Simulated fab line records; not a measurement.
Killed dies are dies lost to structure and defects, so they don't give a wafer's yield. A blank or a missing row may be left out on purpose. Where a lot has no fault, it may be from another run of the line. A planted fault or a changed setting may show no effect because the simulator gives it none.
Comparing a struck lot with a sound one || flow n5-finfet || 15 steps out of a route of 1938
Sound: wafers L580.2, L580.3, L580.6. Wafers L583.1, L583.3, L583.5 were the ones struck. The cause comes at the end.
At each step with rows: each side's tool, then ch and its chambers, then its first start. Under that, the readings that differ: sound wafers || struck wafers || difference of the means || sigmas: that difference in standard deviations of wafers without a fault.
alike: readings with means less than 2 such deviations apart, plus words and numbers identical on both sides. not compared: withheld readings, readings lacking a value on some wafer, bounds such as >300 that could conceal the same value, and numbers that have no deviation in the record and whose values overlap.
The two part at a step that has a row with sigmas, a row that says differs or no value, or rows on one side only. Non-overlapping numbers with no deviation appear without sigmas and do not part them. Lack of a reading on every wafer of one side parts them only where that side has two or more wafers.

first, 7 steps without rows for these wafers: N5_WELL_APT_COAT_19 (resist thk 950 nm); N5_WELL_APT_EBR_21; N5_WELL_APT_SOFTBAKE_20 (time 60 s); N5_WELL_APT_EXPOSE_22 (exposes mask PWELL, defocus 0 nm, target cd 200 nm); N5_WELL_APT_PEB_23 (peb time 90 s); N5_WELL_APT_DEVELOP_24 (develop time 45 s); N5_WELL_APT_HARDBAKE_29 (time 120 s).
N5_WELL_APT_CD_MEAS_25: target cd 200 nm.
  sound on cd-sem-02 ch 0, day 2 03:03; struck on cd-sem-02 ch 0, day 2 20:59
  alike: cd-nm
N5_WELL_APT_OVL_MEAS_26:
  sound on overlay-02 ch 0, day 2 03:05; struck on overlay-02 ch 0, day 2 21:01
  alike: PWELL_OVL
N5_WELL_APT_INSPECT_27: inspects for defects (macro).
  sound on defect-inspect-01 at day 2 03:06; struck on defect-inspect-02 at day 2 21:02
  alike: raw-defect-count
N5_WELL_APT_DESCUM_30: chemistry O2, time 7.9 s.
  sound on rie-diel-05 ch 0,2,3, day 2 03:08; struck on rie-diel-05 ch 0,1,2, day 2 21:05
  alike: drypump-motor-current-A, oes-product-au, rf-vpp-V, showerhead-plenum-p-Torr, temp-c, throttle-valve-pct
  not compared: rf-hours-counter-h
following that, these wafers have no rows for 1 step: N5_WELL_APT_IMPLANT_31.
N5_WELL_APT_IMPLANT_32:
  sound on implanter-01 ch 0, day 2 03:27; struck on implanter-01 ch 0, day 2 21:31
{"reading": "dose-ions-cm2", "sound": "2.0005e+13 2.0008e+13 2.0014e+13", "struck": "2.3218e+13 2.3176e+13 2.3192e+13", "difference": "+3.1863e+12", "sigmas": "+99 or more"}
{"reading": "faraday-current-uA", "sound": "249 251 253", "struck": "294 294 302", "difference": "+46", "sigmas": "+9"}
then, 1 step without rows for these wafers: N5_WELL_APT_STRIP_33 (strips in SPM, time 900 s).
N5_PASSIVATION_PROBE_49:
  the record holds rows for the sound wafers here (prober-02, day 14 10:43) but none for the struck ones

WHERE THEY PART
Last at N5_PASSIVATION_PROBE_49 as far as this record goes, first at N5_WELL_APT_IMPLANT_32.

WHY: the cause the simulator had injected
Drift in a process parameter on implanter-01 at N5_WELL_APT_IMPLANT_32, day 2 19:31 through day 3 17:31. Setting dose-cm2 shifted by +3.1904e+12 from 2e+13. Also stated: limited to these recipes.
